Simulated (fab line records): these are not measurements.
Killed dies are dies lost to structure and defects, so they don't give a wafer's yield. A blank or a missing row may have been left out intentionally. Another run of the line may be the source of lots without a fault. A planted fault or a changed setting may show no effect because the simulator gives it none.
Split-lot experiment | flow n5Finfet | 7 lots, 21 wafers read, on a route of 1938 steps

## THE SPLIT
At N5_BEOL_M5_VIA_ETCH_34 (etches SiCOH lowk in C4F6/O2, target depth 88.3 nm, time 39.2 s), the setting biasW was moved away from the recipe's 185 W on 6 of the 21 wafers read, by -7.5% to +7.8%. This setting was run at the recipe's value on the other wafers.

The split's own step is where the reading is taken.

## THE READING
rfVppV, in V, at N5_BEOL_M5_VIA_ETCH_34 (etches SiCOH lowk in C4F6/O2, target depth 88.3 nm, time 39.2 s). A value of 668 V with a standard deviation of 6.5 V is what fault-free wafers of this fab line usually give.

wafer  | tool, chamber at the split | biasW as run, W | against the recipe | rfVppV, V | against lot-mates on the recipe
L074.1 | rieDiel-04, 0              | 185             | recipe             | 656       | -
L074.2 | rieDiel-04, 3              | 185             | recipe             | 664       | -
L074.6 | rieDiel-04, 0              | 185             | recipe             | 655       | -
L076.1 | rieDiel-03, 3              | 185             | recipe             | 668       | -
L076.2 | rieDiel-03, 1              | 199.5           | +7.8%              | 712       | +38
L076.3 | rieDiel-03, 2              | 185             | recipe             | 680       | -
L082.1 | rieDiel-06, 1              | 185             | recipe             | 672       | -
L082.4 | rieDiel-06, 3              | 185             | recipe             | 675       | -
L082.6 | rieDiel-06, 1              | 185             | recipe             | 671       | -
L087.4 | rieDiel-06, 0              | 171.2           | -7.5%              | 636       | -28
L087.5 | rieDiel-06, 2              | 185             | recipe             | 664       | -
L087.6 | rieDiel-06, 3              | 171.2           | -7.5%              | 632       | -32
L089.1 | rieDiel-03, 0              | 185             | recipe             | 671       | -
L089.2 | rieDiel-03, 2              | 185             | recipe             | 679       | -
L089.4 | rieDiel-03, 0              | 198.6           | +7.4%              | 711       | +36
L094.1 | rieDiel-06, 3              | 185             | recipe             | 671       | -
L094.3 | rieDiel-06, 0              | 172.8           | -6.6%              | 640       | -33
L094.5 | rieDiel-06, 0              | 185             | recipe             | 675       | -
L095.2 | rieDiel-04, 2              | 185             | recipe             | 666       | -
L095.4 | rieDiel-04, 0              | 185             | recipe             | 656       | -
L095.6 | rieDiel-04, 0              | 172             | -7.0%              | 620       | -41

THE FIT
A straight line over all 21 wafers: rfVppV changes by +5.32 V for each +1% of biasW; r = +0.94; the points scatter about the line by 7.7 V.
The same after taking each lot's own level away (the mean of its wafers on the recipe; 21 wafers): +4.75 V for each +1%; r = +0.98; scatter 4.3 V.
According to that fit, moving biasW by its largest amount changes the reading by 37 V.
From 658.3 to 675.0 V: that is the span of the lots' own levels, equal to 2.6 times the standard deviation above.
Thus the slope moves with the lot-to-lot level: the two fits are different.
Check: with one of the wafers moved furthest among these (+7.8%) left out of the fit, the line predicts +37.1 V for it against its lot-mates. It came out at +38 V against them.
Tool readings at the split's step, against how far the setting was moved: rfVppV r = +0.94.

## FURTHER SPLITS ON THESE WAFERS
Note: prior to the reading, these wafers also went through further splits. Each is held against what the fit with the lots' levels taken away leaves over:
other split on the same wafers      | wafers away from the commonest value | r with rfVppV (lot level and that fit taken away)
N5_BEOL_M0_SAQP_EXPOSE_37 doseMj    | 8                                    | -0.34
N5_BEOL_M0_SAQP_CUT_ETCH_46 sourceW | 9                                    | +0.02
N5_BEOL_M2_COAT_22 spinRpm          | 6                                    | +0.04
N5_BEOL_M2_ETCH_69 biasW            | 9                                    | -0.31
N5_BEOL_M3_VIA_ETCH_34 biasW        | 7                                    | -0.10
N5_BEOL_M5_COAT_74 spinRpm          | 5                                    | +0.32
N5_BEOL_M5_COAT_22 spinRpm          | 4                                    | +0.27

## THE FILE'S OWN FIT
rfVppV changes by +4.9 V for each +1% of biasW, r = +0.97.
